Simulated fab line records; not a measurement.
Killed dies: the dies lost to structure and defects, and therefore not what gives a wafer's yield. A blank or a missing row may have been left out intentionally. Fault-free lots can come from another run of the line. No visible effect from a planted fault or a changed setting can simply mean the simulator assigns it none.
fab line records | flow n5Finfet
record: lots: 6 | wafers: 16 | lastDay: 17
route steps=1938 shown BEOL_M6@1200 PASSIVATION@1936
lots that met no fault: taken from a fault-free run of the same line
startH: start of the lot's first displayed wafer, in hours after the record's first day | waitH: hours from the lot's prior step to this one | " same as the row above | L1.1+2: several wafers, shown together as one row | - value missing, or start not given | * or withheld: withheld | < > ~ a bound
route shown NAME@n: a module of which the file shows steps, and the number in the route of the first | usual: average and standard deviation across the fault-free wafers | same: alike in all rows | chamber/n: place in a boat | sites: readings site by site | _std_site: the standard deviation of these | _edge_site: mean of outer sites minus mean of inner sites | radiusMm: how far each site lies from the wafer's centre | mask NAME#n: copy n | behind: the most recent tool/chamber to have shaped the wafer | hold: cause of the lot's hold/its duration in hours/its outcome | device: whichever transistor did not switch (one of n, p or np) | end of line: the same wafers' tests at the end of the route | step lacking rows: just its recipe | killed: the dies lost at the first sort to structure and to defects; this is not the yield of the wafer | map: shows each die of a wafer: x if killed, . if not, _ if none is there
set.NAME: the setting that was run; set.NAME@STEP: the one run at that earlier step | model.NAME: the simulator's own value behind a step, which no gauge read
a table for each step, a row for each wafer; lots at some steps of the route
services: from which hour (startH, from the record's first day; less than 0 if before it) a tool's chamber was out of use, for how many hours, and why
== steps ==
step: N5_BEOL_M6_COAT_60
recipe: resist: SiARC | tempC: 220 | timeS: 60 | spinRpm: 1500 | resistThkNm: 35
step: N5_BEOL_M6_COAT_05
recipe: resist: CAR-ArF | spinRpm: 1500 | resistThkNm: 90
step: N5_BEOL_M6_EBR_07
recipe: solvent: PGMEA | ebrWidthMm: 1.5
step: N5_BEOL_M6_SOFTBAKE_06
recipe: tempC: 110 | timeS: 60 | resist: CAR-ArF
step: N5_BEOL_M6_EXPOSE_08
recipe: maskId: M6 | na: 1.35 | sourceShape: dipole | sigmaInner: 0.817 | sigmaOuter: 0.97 | polarization: te | doseMj: 68.25
step: N5_BEOL_M6_PEB_09
recipe: pebTempC: withheld | pebTimeS: 60 | resist: CAR-ArF
step: N5_BEOL_M6_DEVELOP_10
recipe: developTimeS: 30 | developer: TMAH | resist: CAR-ArF | rinseLiquid: diw | dry: airSpin | devTempC: 23
step: N5_BEOL_M6_CD_MEAS_11
recipe: targetCdNm: 38.5 | landingEnergyEv: 500 | detector: seInlens | polarity: opening
usual: cdNm: 38.2/0.5
lot.wafer | tool     | chamber | startH | waitH | cdNm
L212.2    | cdSem-01 | 0       | 191.77 | -     | 39.0
L212.5    | "        | 0       | "      | "     | 37.9
L212.6    | "        | 0       | "      | "     | 39.0
L216.2    | cdSem-03 | 0       | 219.21 | -     | 38.5
L216.5    | "        | 0       | "      | "     | 39.0
L216.6    | "        | 0       | "      | "     | 38.1
L222.5    | cdSem-03 | 0       | 261.07 | -     | 38.8
L222.6    | "        | 0       | "      | "     | 38.6
L226.5    | cdSem-03 | 0       | 272.72 | -     | 37.8
L226.6    | "        | 0       | "      | "     | 38.0
L230.1    | cdSem-02 | 0       | 290.69 | -     | 37.6
L230.2    | "        | 0       | "      | "     | 37.2
L230.6    | "        | 0       | "      | "     | 37.6
L233.2    | cdSem-01 | 0       | 324.92 | -     | 37.8
L233.4    | "        | 0       | "      | "     | 38.3
L233.6    | "        | 0       | "      | "     | 37.1
step: N5_BEOL_M6_OVL_MEAS_12
recipe: pointsPerWafer: 44
usual: M6_OVL: -0.2/0.89
same: pointsPerWafer: 44
lot.wafer | tool       | chamber | startH | waitH | M6_OVL[nm]
L212.2    | overlay-02 | 0       | 191.79 | 0.0   | 0.1
L212.5    | "          | 0       | "      | "     | 1.2
L212.6    | "          | 0       | "      | "     | 1.0
L216.2    | overlay-02 | 0       | 219.24 | 0.0   | -0.2
L216.5    | "          | 0       | "      | "     | 0.3
L216.6    | "          | 0       | "      | "     | -0.4
L222.5    | overlay-01 | 0       | 261.10 | 0.0   | -0.2
L222.6    | "          | 0       | "      | "     | -1.1
L226.5    | overlay-01 | 0       | 272.75 | 0.0   | 0.5
L226.6    | "          | 0       | "      | "     | 0.2
L230.1    | overlay-01 | 0       | 290.72 | 0.0   | -0.1
L230.2    | "          | 0       | "      | "     | 1.5
L230.6    | "          | 0       | "      | "     | 2.2
L233.2    | overlay-02 | 0       | 324.95 | 0.0   | -0.5
L233.4    | "          | 0       | "      | "     | -0.5
L233.6    | "          | 0       | "      | "     | -0.1
step: N5_BEOL_M6_INSPECT_13
recipe: mode: adi | inspectInstrument: brightfield
usual: rawDefectCount: 410/97
lot.wafer | tool             | chamber | startH | waitH | rawDefectCount
L212.2    | defectInspect-01 | -       | 191.82 | 0.0   | 272
L212.5    | "                | -       | "      | "     | 302
L212.6    | "                | -       | "      | "     | 386
L216.2    | defectInspect-01 | -       | 219.26 | 0.0   | 384
L216.5    | "                | -       | "      | "     | 365
L216.6    | "                | -       | "      | "     | 359
L222.5    | defectInspect-01 | -       | 261.13 | 0.0   | 386
L222.6    | "                | -       | "      | "     | 390
L226.5    | defectInspect-01 | -       | 272.78 | 0.0   | 465
L226.6    | "                | -       | "      | "     | 275
L230.1    | defectInspect-01 | -       | 290.75 | 0.0   | 422
L230.2    | "                | -       | "      | "     | 409
L230.6    | "                | -       | "      | "     | 489
L233.2    | defectInspect-02 | -       | 324.98 | 0.0   | 297
L233.4    | "                | -       | "      | "     | 350
L233.6    | "                | -       | "      | "     | 292
step: N5_BEOL_M6_DESCUM_16
recipe: chemistry: O2 | timeS: 7.9 | sourcePowerW: 50 | biasPowerW: 20 | pressureMtorr: 20 | rfFrequencyHz: 2.712e+07 | tempC: 40 | resist: CAR-ArF | o2FlowSccm: 225
usual: drypumpMotorCurrentA: 5.6/0.55 | oesProductAu: 0.77/0.074 | rfVppV: 242.9/1.5 | showerheadPlenumPTorr: 2.08/0.073 | throttleValvePct: 20.56/0.18
lot.wafer | tool       | chamber | startH | waitH | drypumpMotorCurrentA | oesProductAu | rfHoursCounterH | rfVppV | showerheadPlenumPTorr | throttleValvePct
L212.2    | rieDiel-05 | 3       | 191.94 | 0.1   | 5.4                  | 0.75         | 170             | 243.6  | 2.09                  | 20.52
L212.5    | "          | 2       | "      | "     | 6.5                  | 0.80         | -               | 244.1  | 2.10                  | 20.30
L212.6    | "          | 1       | "      | "     | 6.1                  | 0.74         | -               | 242.6  | 1.97                  | 20.63
L216.2    | rieDiel-04 | 2       | 219.30 | 0.0   | 4.9                  | 0.70         | 218             | 244.8  | 2.16                  | 20.56
L216.5    | "          | 0       | "      | "     | 6.0                  | 0.74         | -               | 245.0  | 2.18                  | 20.51
L216.6    | "          | 1       | "      | "     | 5.8                  | 0.84         | -               | 244.2  | 2.12                  | 20.63
L222.5    | rieDiel-04 | 2       | 261.17 | 0.0   | 4.9                  | 0.69         | -               | 244.9  | 2.15                  | 20.60
L222.6    | "          | 1       | "      | "     | 5.8                  | 0.81         | -               | 242.4  | 2.11                  | 20.67
L226.5    | rieDiel-04 | 3       | 272.82 | 0.0   | 4.9                  | 0.70         | -               | 242.1  | 2.00                  | 20.76
L226.6    | "          | 0       | "      | "     | 6.0                  | 0.72         | -               | 245.4  | 2.17                  | 20.54
L230.1    | rieDiel-05 | 1       | 290.78 | 0.0   | 6.1                  | 0.70         | 235             | 242.1  | 1.96                  | 20.65
L230.2    | "          | 3       | "      | "     | 5.4                  | 0.71         | 208             | 242.8  | 2.08                  | 20.57
L230.6    | "          | 1       | "      | "     | 6.1                  | 0.70         | -               | 241.4  | 1.96                  | 20.67
L233.2    | rieDiel-05 | 0       | 325.19 | 0.2   | 5.7                  | 0.69         | 236             | 241.9  | 2.07                  | 20.89
L233.4    | "          | 2       | "      | "     | 6.5                  | 0.75         | 186             | 243.7  | 2.08                  | 20.42
L233.6    | "          | 0       | "      | "     | 5.7                  | 0.69         | -               | 242.2  | 2.07                  | 20.89
step: N5_BEOL_M6_ETCH_61
recipe: chemistry: CF4 | target: SiARC | targetDepthA: 455 | maskMaterial: CAR-ArF | timeS: 75.8 | ionEnergyEv: 80 | pressureMtorr: 40 | sourceW: 545 | biasW: 36 | Ar_flow_sccm: 100 | cf4FlowSccm: 100 | ends: cleared
usual: biasW: 35.99/0.11 | drypumpMotorCurrentA: 5.6/0.55 | etchRfOnTimeS: 75.1/2.2 | oesProductAu: 0.66/0.064 | rfVppV: 183.9/1.1 | showerheadPlenumPTorr: 2.12/0.074 | throttleValvePct: 15.72/0.21
lot.wafer | tool       | chamber | startH | waitH | biasW | drypumpMotorCurrentA | etchRfOnTimeS | oesProductAu | rfHoursCounterH | rfVppV | showerheadPlenumPTorr | throttleValvePct
L212.2    | rieDiel-05 | 3       | 191.97 | 0.0   | 35.89 | 5.4                  | 71.9          | 0.66         | 170             | 184.3  | 2.12                  | 15.60
L212.5    | "          | 2       | "      | "     | 35.76 | 6.5                  | 73.4          | 0.69         | -               | 185.1  | 2.14                  | 15.51
L212.6    | "          | 1       | "      | "     | 36.01 | 6.1                  | 71.8          | 0.64         | -               | 183.4  | 2.03                  | 15.95
L216.2    | rieDiel-04 | 2       | 219.33 | 0.0   | 35.96 | 4.9                  | 79.6          | 0.59         | 218             | 185.8  | 2.20                  | 15.75
L216.5    | "          | 0       | "      | "     | 35.69 | 6.0                  | 74.9          | 0.63         | -               | 184.6  | 2.23                  | 15.76
L216.6    | "          | 1       | "      | "     | 36.03 | 5.8                  | 74.6          | 0.72         | -               | 184.0  | 2.18                  | 15.82
L222.5    | rieDiel-04 | 2       | 261.22 | 0.0   | 36.02 | 4.9                  | 79.5          | 0.58         | -               | 185.7  | 2.20                  | 15.77
L222.6    | "          | 1       | "      | "     | 36.19 | 5.8                  | 75.0          | 0.71         | -               | 183.7  | 2.17                  | 15.84
L226.5    | rieDiel-04 | 3       | 272.87 | 0.0   | 36.10 | 4.9                  | 74.2          | 0.61         | -               | 183.1  | 2.04                  | 15.91
L226.6    | "          | 0       | "      | "     | 35.87 | 6.0                  | 75.0          | 0.63         | -               | 185.4  | 2.22                  | 15.81
L230.1    | rieDiel-05 | 1       | 290.82 | 0.0   | 35.88 | 6.1                  | 72.6          | 0.60         | 235             | 183.3  | 2.02                  | 16.01
L230.2    | "          | 3       | "      | "     | 36.00 | 5.4                  | 72.1          | 0.63         | 208             | 183.2  | 2.11                  | 15.71
L230.6    | "          | 1       | "      | "     | 35.70 | 6.1                  | 72.5          | 0.61         | -               | 181.8  | 2.02                  | 16.01
L233.2    | rieDiel-05 | 0       | 325.23 | 0.0   | 36.06 | 5.8                  | 77.5          | 0.59         | 236             | 183.2  | 2.10                  | 16.00
L233.4    | "          | 2       | "      | "     | 36.08 | 6.5                  | 75.2          | 0.63         | 186             | 183.2  | 2.12                  | 15.63
L233.6    | "          | 0       | "      | "     | 36.09 | 5.7                  | 78.0          | 0.59         | -               | 183.9  | 2.10                  | 16.02
step: N5_BEOL_M6_ETCH_62
recipe: chemistry: N2/H2 | target: SOC | targetDepthA: 1100 | overetchA: 220 | maskMaterial: SiARC | tempC: 40 | timeS: 165 | ionEnergyEv: 200 | pressureMtorr: 30 | sourceW: 840 | biasW: 150 | n2FlowSccm: 200 | h2FlowSccm: 200
usual: biasW: 150.0/0.45 | drypumpMotorCurrentA: 5.6/0.55 | h2FlowSccm: 200.0/0.59 | oesProductAu: 0.65/0.06 | rfVppV: 523.3/2.6 | showerheadPlenumPTorr: 2.52/0.092 | throttleValvePct: 17.95/0.2
lot.wafer | tool       | chamber | startH | waitH | biasW | drypumpMotorCurrentA | h2FlowSccm | oesProductAu | rfHoursCounterH | rfVppV | showerheadPlenumPTorr | throttleValvePct | model.SiARC_of_BEOL_M6_COAT_60.thkNm | model.BEOL_M6.cdOffsetNm
L212.2    | rieDiel-05 | 3       | 192.03 | 0.0   | 149.9 | 5.4                  | 199.4      | 0.63         | 170             | 525.0  | 2.51                  | 17.66            | 28                                   | 0.4
L212.5    | "          | 2       | "      | "     | 149.9 | 6.5                  | 199.4      | 0.68         | -               | 523.7  | 2.56                  | 17.77            | 28                                   | -0.2
L212.6    | "          | 1       | "      | "     | 150.3 | 6.1                  | 199.3      | 0.60         | -               | 518.7  | 2.41                  | 18.07            | 28.4                                 | 0.8
L216.2    | rieDiel-04 | 2       | 219.39 | 0.0   | 150.9 | 4.9                  | 199.6      | 0.60         | 218             | 524.8  | 2.62                  | 17.88            | 28.6                                 | 0.2
L216.5    | "          | 0       | "      | "     | 150.2 | 6.0                  | 199.0      | 0.63         | -               | 525.7  | 2.67                  | 18.12            | 28.4                                 | 0.6
L216.6    | "          | 1       | "      | "     | 149.9 | 5.8                  | 200.4      | 0.72         | -               | 525.8  | 2.58                  | 18.06            | 28.6                                 | 0
L222.5    | rieDiel-04 | 2       | 261.32 | 0.1   | 150.0 | 4.9                  | 200.0      | 0.59         | -               | 527.5  | 2.61                  | 17.91            | 26.8                                 | 0.8
L222.6    | "          | 1       | "      | "     | 149.8 | 5.8                  | 200.6      | 0.69         | -               | 524.7  | 2.57                  | 18.09            | 26.6                                 | 1.8
L226.5    | rieDiel-04 | 3       | 272.97 | 0.1   | 149.7 | 4.9                  | 200.1      | 0.59         | -               | 521.4  | 2.43                  | 18.16            | 26                                   | 0.6
L226.6    | "          | 0       | "      | "     | 149.9 | 6.0                  | 199.4      | 0.62         | -               | 526.4  | 2.66                  | 18.18            | 26.2                                 | 0.4
L230.1    | rieDiel-05 | 1       | 290.87 | 0.0   | 149.9 | 6.1                  | 200.0      | 0.59         | 235             | 519.6  | 2.40                  | 18.12            | 28.2                                 | -0.6
L230.2    | "          | 3       | "      | "     | 150.6 | 5.4                  | 200.0      | 0.62         | 208             | 525.5  | 2.50                  | 17.74            | 27.6                                 | -1
L230.6    | "          | 1       | "      | "     | 150.3 | 6.2                  | 199.9      | 0.60         | -               | 519.5  | 2.40                  | 18.13            | 28.4                                 | -1
L233.2    | rieDiel-05 | 0       | 325.28 | 0.0   | 150.2 | 5.7                  | 199.3      | 0.59         | 236             | 523.7  | 2.51                  | 18.32            | 28.2                                 | -1.2
L233.4    | "          | 2       | "      | "     | 150.1 | 6.5                  | 200.6      | 0.63         | 186             | 521.7  | 2.53                  | 17.87            | 27.8                                 | -0.6
L233.6    | "          | 0       | "      | "     | 150.2 | 5.8                  | 199.8      | 0.59         | -               | 523.5  | 2.51                  | 18.35            | 28.4                                 | -2
step: N5_BEOL_M6_STRIP_68
recipe: chemistry: N2/H2 | tempC: 40 | n2FlowSccm: 200 | h2FlowSccm: 200 | rfFrequencyHz: 6e+07
step: N5_BEOL_M6_STRIP_67
recipe: chemistry: CF4 | resist: SiARC | powerW: 300 | biasPowerW: 75 | pressureMtorr: 50 | cf4FlowSccm: 150 | rfFrequencyHz: 6e+07
usual: drypumpMotorCurrentA: 5.6/0.55 | oesProductAu: 0.77/0.072 | rfVppV: 270.7/1.7 | showerheadPlenumPTorr: 1.78/0.06 | throttleValvePct: 13.69/0.22
lot.wafer | tool       | chamber | startH | waitH | drypumpMotorCurrentA | oesProductAu | rfHoursCounterH | rfVppV | showerheadPlenumPTorr | throttleValvePct
L212.2    | rieDiel-05 | 3       | 192.17 | 0.0   | 5.4                  | 0.76         | 170             | 271.8  | 1.77                  | 13.53
L212.5    | "          | 2       | "      | "     | 6.5                  | 0.79         | -               | 271.3  | 1.79                  | 13.54
L212.6    | "          | 1       | "      | "     | 6.1                  | 0.72         | -               | 268.4  | 1.71                  | 13.94
L216.2    | rieDiel-04 | 2       | 219.53 | 0.0   | 4.9                  | 0.71         | 218             | 271.2  | 1.84                  | 13.72
L216.5    | "          | 0       | "      | "     | 6.0                  | 0.75         | -               | 271.3  | 1.87                  | 13.73
L216.6    | "          | 1       | "      | "     | 5.8                  | 0.84         | -               | 272.7  | 1.82                  | 13.71
L222.5    | rieDiel-04 | 2       | 261.40 | 0.0   | 4.9                  | 0.70         | -               | 272.2  | 1.83                  | 13.78
L222.6    | "          | 1       | "      | "     | 5.8                  | 0.82         | -               | 270.7  | 1.82                  | 13.75
L226.5    | rieDiel-04 | 3       | 273.05 | 0.0   | 4.9                  | 0.70         | -               | 269.3  | 1.71                  | 13.87
L226.6    | "          | 0       | "      | "     | 6.0                  | 0.73         | -               | 272.8  | 1.86                  | 13.80
L230.1    | rieDiel-05 | 1       | 291.02 | 0.0   | 6.1                  | 0.70         | 235             | 268.8  | 1.70                  | 14.05
L230.2    | "          | 3       | "      | "     | 5.4                  | 0.73         | 208             | 270.1  | 1.76                  | 13.63
L230.6    | "          | 1       | "      | "     | 6.1                  | 0.70         | -               | 269.6  | 1.70                  | 14.05
L233.2    | rieDiel-05 | 0       | 325.43 | 0.0   | 5.7                  | 0.71         | 236             | 272.0  | 1.76                  | 14.00
L233.4    | "          | 2       | "      | "     | 6.5                  | 0.74         | 186             | 271.2  | 1.78                  | 13.65
L233.6    | "          | 0       | "      | "     | 5.7                  | 0.70         | -               | 270.5  | 1.76                  | 14.02
step: N5_BEOL_M6_HM_OPEN_17
recipe: chemistry: Cl2/BCl3 | targetDepthA: 200 | overetchA: 60 | target: TiN | maskMaterial: SOC | ionEnergyEv: 150 | pressureMtorr: 10 | icpW: 1000 | biasW: 126 | Cl2_flow_sccm: 53.25 | bcl3FlowSccm: 21.75 | Ar_flow_sccm: 25
usual: biasW: 126.0/0.38 | drypumpMotorCurrentA: 5.46/0.27 | oesProductAu: 0.70/0.046 | throttleValvePct: 22.04/0.15
lot.wafer | tool        | chamber | startH | waitH | biasW | drypumpMotorCurrentA | oesProductAu | rfHoursCounterH | throttleValvePct | model.BEOL_M6.cdOffsetNm
L212.2    | rieMetal-02 | 0       | 192.25 | 0.1   | 125.6 | 5.49                 | 0.65         | 47              | 21.83            | 0.6
L212.5    | "           | 1       | "      | "     | 126.4 | 5.75                 | 0.77         | -               | 22.14            | 0
L212.6    | "           | 0       | "      | "     | 125.8 | 5.47                 | 0.65         | -               | 21.83            | 1
L216.2    | rieMetal-02 | 0       | 219.58 | 0.0   | 125.8 | 5.45                 | 0.66         | 48              | 21.82            | 0.2
L216.5    | "           | 0       | "      | "     | 125.7 | 5.48                 | 0.65         | -               | 21.83            | 0.6
L216.6    | "           | 1       | "      | "     | 126.1 | 5.74                 | 0.77         | -               | 22.13            | 0.2
L222.5    | rieMetal-02 | 1       | 261.50 | 0.1   | 126.1 | 5.72                 | 0.75         | -               | 22.16            | 0.8
L222.6    | "           | 0       | "      | "     | 126.4 | 5.49                 | 0.64         | -               | 21.86            | 1.8
L226.5    | rieMetal-01 | 1       | 273.14 | 0.1   | 126.3 | 5.19                 | 0.66         | -               | 22.23            | 0.4
L226.6    | "           | 0       | "      | "     | 126.1 | 5.34                 | 0.71         | -               | 22.01            | 0.4
L230.1    | rieMetal-02 | 0       | 291.06 | 0.0   | 126.0 | 5.51                 | 0.64         | 54              | 21.85            | -0.6
L230.2    | "           | 1       | "      | "     | 126.3 | 5.72                 | 0.74         | 14              | 22.18            | -1
L230.6    | "           | 1       | "      | "     | 125.4 | 5.75                 | 0.73         | -               | 22.18            | -0.8
L233.2    | rieMetal-01 | 0       | 325.47 | 0.0   | 126.3 | 5.36                 | 0.69         | 27              | 22.03            | -1.2
L233.4    | "           | 0       | "      | "     | 126.3 | 5.36                 | 0.70         | -               | 22.00            | -0.6
L233.6    | "           | 1       | "      | "     | 126.5 | 5.20                 | 0.66         | -               | 22.27            | -2.2
step: N5_BEOL_M6_STRIP_19
recipe: chemistry: O2 | powerW: 400 | tempC: 40 | pressureMtorr: 30 | rfFrequencyHz: 6e+07 | biasPowerW: 0 | overashFraction: 0.2 | o2FlowSccm: 225
usual: drypumpMotorCurrentA: 5.6/0.52 | oesProductAu: 0.78/0.091 | rfVppV: 3.7/0.62 | showerheadPlenumPTorr: 2.07/0.073 | throttleValvePct: 16.77/0.23
lot.wafer | tool       | chamber | startH | waitH | drypumpMotorCurrentA | oesProductAu | rfHoursCounterH | rfVppV | showerheadPlenumPTorr | throttleValvePct
L212.2    | rieDiel-05 | 3       | 192.40 | 0.1   | 5.4                  | 0.76         | 170             | 3.6    | 2.09                  | 16.74
L212.5    | "          | 0       | "      | "     | 5.8                  | 0.73         | -               | 3.6    | 2.09                  | 17.05
L212.6    | "          | 3       | "      | "     | 5.4                  | 0.75         | -               | 4.1    | 2.09                  | 16.76
L216.2    | rieDiel-05 | 2       | 219.88 | 0.3   | 6.5                  | 0.79         | 141             | 4.8    | 2.10                  | 16.65
L216.5    | "          | 1       | "      | "     | 6.1                  | 0.72         | -               | 2.6    | 1.97                  | 16.96
L216.6    | "          | 2       | "      | "     | 6.5                  | 0.79         | -               | 4.2    | 2.10                  | 16.63
L222.5    | rieDiel-05 | 0       | 261.57 | 0.0   | 5.7                  | 0.72         | -               | 3.7    | 2.08                  | 17.12
L222.6    | "          | 2       | "      | "     | 6.5                  | 0.77         | -               | 2.5    | 2.09                  | 16.69
L226.5    | rieDiel-04 | 3       | 273.25 | 0.1   | 4.9                  | 0.70         | -               | 3.5    | 2.00                  | 16.97
L226.6    | "          | 0       | "      | "     | 6.1                  | 0.73         | -               | 5.4    | 2.18                  | 16.83
L230.1    | rieDiel-05 | 1       | 291.17 | 0.1   | 6.1                  | 0.70         | 235             | 2.3    | 1.96                  | 17.01
L230.2    | "          | 3       | "      | "     | 5.4                  | 0.72         | 208             | 3.8    | 2.08                  | 16.82
L230.6    | "          | 2       | "      | "     | 6.5                  | 0.75         | -               | 3.6    | 2.09                  | 16.70
L233.2    | rieDiel-05 | 2       | 325.65 | 0.1   | 6.5                  | 0.75         | 186             | 2.9    | 2.08                  | 16.72
L233.4    | "          | 1       | "      | "     | 6.1                  | 0.68         | 249             | 4.0    | 1.96                  | 17.03
L233.6    | "          | 2       | "      | "     | 6.5                  | 0.76         | -               | 2.7    | 2.08                  | 16.73
step: N5_PASSIVATION_PROBE_49
usual: defectLimitedYield: 91.6/1.2 | killed_at_M0_to_M3: 33/9.4 | killed_at_M4_up: 13/5.2 | killedAtContacts: 13/5.6 | killedAtFrontEnd: 37/9.5 | killedAtOther: 4/3.1 | killedDies: 99/15 | killedOpen: 65/11 | killedShort: 32/7.5 | sort_bin_5_function: 4.9/0.77 | sort_bin_6_memory: 3.1/0.65 | sort_bin_8_speed: 0.01/0.056 | sortNPass: 1081/15 | sortYieldPct: 91.6/1.2
same: grossDies: 1180 | killedAtBackSide: 0 | sort_bin_4_leakage[%]: 0
lot.wafer | tool      | chamber | startH | waitH | defectLimitedYield[%] | killed_at_M0_to_M3 | killed_at_M4_up | killedAtContacts | killedAtFrontEnd | killedAtOther | killedDies | killedOpen | killedShort | sort_bin_5_function[%] | sort_bin_6_memory[%] | sort_bin_8_speed[%] | sortNPass | sortYieldPct[%]
L233.2    | prober-01 | -       | 408.89 | 0.1   | 92.2                  | 25                 | 14              | 7                | 40               | 6             | 92         | 71         | 21          | 4.2                    | 3.6                  | 0                   | 1088      | 92.2
L233.4    | prober-01 | -       | 408.99 | 0.2   | 91.4                  | 32                 | 5               | 12               | 45               | 7             | 101        | 58         | 43          | 5.5                    | 2.7                  | 0                   | 1079      | 91.4
L233.6    | prober-01 | -       | 409.09 | 0.3   | 90.3                  | 41                 | 10              | 20               | 36               | 7             | 114        | 69         | 43          | 5.8                    | 3.3                  | 0                   | 1066      | 90.3
killed by level:class
L233.2 FIN_SAQP:geometricParticle:open=13 BEOL_M2:geometricParticle:open=9 BEOL_M0_SAQP:geometricParticle:open=9 FIN_SAQP:geometricParticle:short=7 BEOL_M4:geometricParticle:open=7 MOL_CONTACT_COAG:geometricParticle:open=6 STI_FIN_REVEAL:geometricParticle:open=5 DUMMY_GATE:geometricParticle:open=4
L233.4 STI_FIN_REVEAL:geometricParticle:open=11 BEOL_M3:geometricParticle:open=9 BEOL_M0_SAQP:geometricParticle:short=8 MOL_CONTACT_COAG:geometricParticle:open=7 FIN_SAQP:geometricParticle:short=6 FIN_SAQP:geometricParticle:open=6 BEOL_M2:geometricParticle:open=6 MOL_CONTACT_COAG:geometricParticle:short=5
L233.6 MOL_CONTACT_COAG:geometricParticle:open=17 BEOL_M0_SAQP:geometricParticle:short=13 BEOL_M4:geometricParticle:open=8 BEOL_M0_SAQP:geometricParticle:open=8 FIN_SAQP:geometricParticle:open=5 FIN_SAQP:geometricParticle:short=5 BEOL_M2:geometricParticle:open=5 BEOL_M1:geometricParticle:open=5
== services ==
tool        | chamber | startH | hours | kind
rieDiel-04  | 3       | 191.39 | 5.6   | repair
rieMetal-01 | -       | 204.00 | 0.5   | repair
rieDiel-05  | -       | 219.24 | 0.6   | repair
rieDiel-05  | 1       | 249.20 | 16.5  | repair
rieDiel-04  | 3       | 277.18 | 5.2   | repair
rieMetal-02 | -       | 281.58 | 1.0   | repair
rieMetal-02 | -       | 293.50 | 1.4   | pm
rieDiel-04  | 2       | 310.68 | -     | clean
rieDiel-04  | 2       | 310.68 | -     | consumableReplace:focusRing
rieDiel-04  | 2       | 310.68 | 15.0  | scheduledDown
rieDiel-04  | 2       | 310.68 | 15.0  | ventCycle
rieMetal-01 | -       | 311.40 | 1.4   | pm
== key ==
firstSign none at tools or gauges
modelEffect: step: N5_BEOL_M6_ETCH_62 | value: SiARC_of_BEOL_M6_COAT_60.thkNm | without: 28.4 | struck: 26.4
modelEffect: step: N5_BEOL_M6_HM_OPEN_17 | value: BEOL_M6.cdOffsetNm | without: -0.05 | struck: 0.85
metAt N5_BEOL_M6_ETCH_62
struckWafers L222.5,L222.6,L226.5,L226.6
onsetBetween 219.39 261.32
alsoFits N5_BEOL_M6_DESCUM_16:rieDiel-04,N5_BEOL_M6_ETCH_61:rieDiel-04
fault: kind: processParameterDrift | tool: rieDiel-04 | chamber: - | onsetH: 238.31 | steps: N5_BEOL_M6_ETCH_62 | channel: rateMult | offset: 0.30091 | shape: step | endH: 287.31 | scope: struckWafersOnly
